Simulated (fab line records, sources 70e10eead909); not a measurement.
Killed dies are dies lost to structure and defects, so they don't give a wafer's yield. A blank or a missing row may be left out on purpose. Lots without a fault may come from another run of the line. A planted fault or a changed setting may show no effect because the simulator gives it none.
Chamber matching | flow nand_harc | NHARC_A_STAIRCASE_DEP_156 on pecvd-01: 3 sister chambers
The step deposits SiNx, target thk 50 nm. 22 wafers are shown with their chamber, then 11 later ones without.

WAFERS WITH THEIR CHAMBER
wafer  | chamber | heater_power_w (W)
L075.2 | 1       | 762
L075.3 | 2       | 500
L075.4 | 1       | 741
L080.3 | 1       | 721
L080.5 | 0       | 662
L080.6 | 2       | 591
L081.1 | 2       | 636
L081.3 | 1       | 756
L081.6 | 2       | 615
L083.1 | 0       | 648
L083.2 | 1       | 795
L083.5 | 1       | 773
L085.3 | 0       | 609
L085.5 | 2       | 549
L085.6 | 1       | 730
L084.3 | 2       | 526
L084.5 | 2       | 538
L084.6 | 1       | 617
L086.2 | 2       | 510
L086.3 | 1       | 687
L086.6 | 1       | 712
L089.1 | 0       | 669

SIGNATURES (means of the wafers above)
reading        | chamber 0 | chamber 1 | chamber 2 | scatter within a chamber
heater_power_w | 647.00    | 729.40    | 558.12    | 47.4
Rule: a wafer's distance from a chamber is the root of the sum, over the readings, of the square of ((its reading less the chamber's mean) divided by the reading's scatter). The wafer belongs to the nearest chamber; if the next one is less than 2 further off, it can't be placed. The scatter: the root of (the sum of the squares of (reading less its chamber's mean) over the shown wafers, divided by (wafers less chambers)).

WAFERS WITHOUT THEIR CHAMBER
wafer  | heater_power_w (W)
L089.3 | 617
L089.4 | 687
L094.1 | 758
L094.3 | 663
L094.6 | 611
L096.1 | 659
L096.3 | 770
L096.4 | 645
L097.2 | 507
L097.4 | 739
L097.5 | 615

WHICH CHAMBER EACH WENT THROUGH
wafer  | from the rows above          | in truth
L089.3 | can't be placed: 0 or 2 or 1 | 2
L089.4 | can't be placed: 0 or 1 or 2 | 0
L094.1 | can't be placed: 1 or 0      | 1
L094.3 | can't be placed: 0 or 1 or 2 | 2
L094.6 | can't be placed: 0 or 2 or 1 | 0
L096.1 | can't be placed: 0 or 1 or 2 | 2
L096.3 | can't be placed: 1 or 0      | 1
L096.4 | can't be placed: 0 or 1 or 2 | 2
L097.2 | can't be placed: 2 or 0      | 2
L097.4 | can't be placed: 1 or 0      | 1
L097.5 | can't be placed: 0 or 2 or 1 | 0
Placed correctly: 0 of 11. Can't be placed from these rows: 11 (the true chamber is among the candidates in 11). Placed wrongly: 0.
